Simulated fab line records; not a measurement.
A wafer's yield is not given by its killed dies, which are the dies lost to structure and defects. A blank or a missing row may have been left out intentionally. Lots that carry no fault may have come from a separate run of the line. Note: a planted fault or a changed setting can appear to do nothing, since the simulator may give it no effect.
A single fault, viewed from 3 desks | flow n5 finfet | each desk has only its own numbers; what lay behind them comes last

## FOR THE TOOL OWNER'S DESK: rie diel-01
The tool's own readings at N5_MOL_CONTACT_COAG_ETCHBACK_134 (etches SiO2 in CHF3, target depth 10 nm, time 6.7 s): means of the sampled wafers that have a number, for each lot that ran on this tool. The brackets show how far a lot's mean lies from the usual mean; more than 4 standard deviations puts the lot out of limits, marked OUT.
Columns: A = CHF3_flow_sccm at N5_MOL_CONTACT_COAG_ETCHBACK_134, usual 50.00 sccm; B = drypump motor current A at N5_MOL_CONTACT_COAG_ETCHBACK_134, usual 5.5 A; C = oes product au at N5_MOL_CONTACT_COAG_ETCHBACK_134, usual 0.77 a.u.; D = rf vpp V at N5_MOL_CONTACT_COAG_ETCHBACK_134, usual 522 V; E = showerhead plenum p Torr at N5_MOL_CONTACT_COAG_ETCHBACK_134, usual 2.42 Torr; F = throttle valve pct at N5_MOL_CONTACT_COAG_ETCHBACK_134, usual 18.74 %
lot  | first seen here | A     | B   | C    | D   | E    | F
L823 | day 5 10:38     | 49.98 | 5.4 | 0.77 | 523 | 2.39 | 18.68
L827 | day 6 14:40     | 49.91 | 5.7 | 0.79 | 517 | 2.39 | 18.66
L830 | day 7 21:22     | 49.98 | 5.6 | 0.74 | 513 | 2.41 | 18.64
L837 | day 8 19:47     | 49.98 | 5.8 | 0.86 | 506 | 2.44 | 18.68
L839 | day 9 05:55     | 50.11 | 5.7 | 0.85 | 518 | 2.38 | 18.67
L843 | day 10 08:31    | 50.05 | 5.4 | 0.88 | 514 | 2.41 | 18.74
Finding of this desk: none of the 6 lots has anything out of limits.

## FROM THE METROLOGY DESK
Lot by lot, what the gauges showed, no matter which tool ran the lot: averages of those sampled wafers that carry a number. The brackets show how far a lot's mean lies from the usual mean; more than 4 standard deviations puts the lot out of limits, marked OUT. Readings shown: 7 of its 12, picked as those furthest out on some lot.
Columns: A = VD_OVL at N5_MOL_CONTACT_COAG_OVL_MEAS_41, usual -0.2 nm; B = DIBL_P at N5_BEOL_M4_RC_MEAS_101, usual 36.6 mV/V; C = ION_N at N5_BEOL_M4_RC_MEAS_101, usual 677 uA/um; D = ION_P at N5_BEOL_M4_RC_MEAS_101, usual 464 uA/um; E = SS_N at N5_BEOL_M4_RC_MEAS_101, usual 71.4 mV/dec; F = VT_N at N5_BEOL_M4_RC_MEAS_101, usual 249.1 mV; G = VT_P at N5_BEOL_M4_RC_MEAS_101, usual -250 mV
lot  | first seen here | A    | B    | C   | D   | E    | F     | G
L823 | day 5 10:06     | -0.1 | 36.2 | 678 | 459 | 71.8 | 251.4 | -253
L827 | day 6 13:34     | -0.5 | 36.4 | 681 | 465 | 70.9 | 248.4 | -250
L829 | day 6 23:56     | -0.9 | 37.7 | 678 | 459 | 71.5 | 248.8 | -255
L830 | day 7 20:55     | -0.1 | 34.8 | 673 | 468 | 71.4 | 248.8 | -247
L837 | day 8 18:55     | 0.1  | 35.7 | 682 | 472 | 70.9 | 247.5 | -246
L839 | day 9 05:02     | -0.6 | 37.7 | 690 | 468 | 71.7 | 249.7 | -250
L843 | day 10 08:05    | -0.5 | 36.8 | 678 | 468 | 71.2 | 247.0 | -247
Finding of this desk: none of the 7 lots has anything out of limits.

## THE DEFECT DESK
What the inspections along the route counted, lot by lot: means of the sampled wafers that have a number. The brackets show how far a lot's mean lies from the usual mean; more than 4 standard deviations puts the lot out of limits, marked OUT.
Columns: A = raw defect count at N5_MOL_CONTACT_COAG_INSPECT_42, usual 219
lot  | first seen here | A
L823 | day 5 10:11     | 242
L827 | day 6 13:40     | 250
L829 | day 7 00:01     | 217
L830 | day 7 21:01     | 172
L837 | day 8 19:00     | 208
L839 | day 9 05:07     | 220
L843 | day 10 08:11    | 214
Finding of this desk: none of the 7 lots has anything out of limits.

## TAKEN TOGETHER
Nothing out of limits was seen by the tool owner's desk.
The metrology desk saw nothing out of limits.
No out-of-limits result turned up at the defect desk.

## WHAT HAD BEEN PUT IN BY THE SIMULATOR
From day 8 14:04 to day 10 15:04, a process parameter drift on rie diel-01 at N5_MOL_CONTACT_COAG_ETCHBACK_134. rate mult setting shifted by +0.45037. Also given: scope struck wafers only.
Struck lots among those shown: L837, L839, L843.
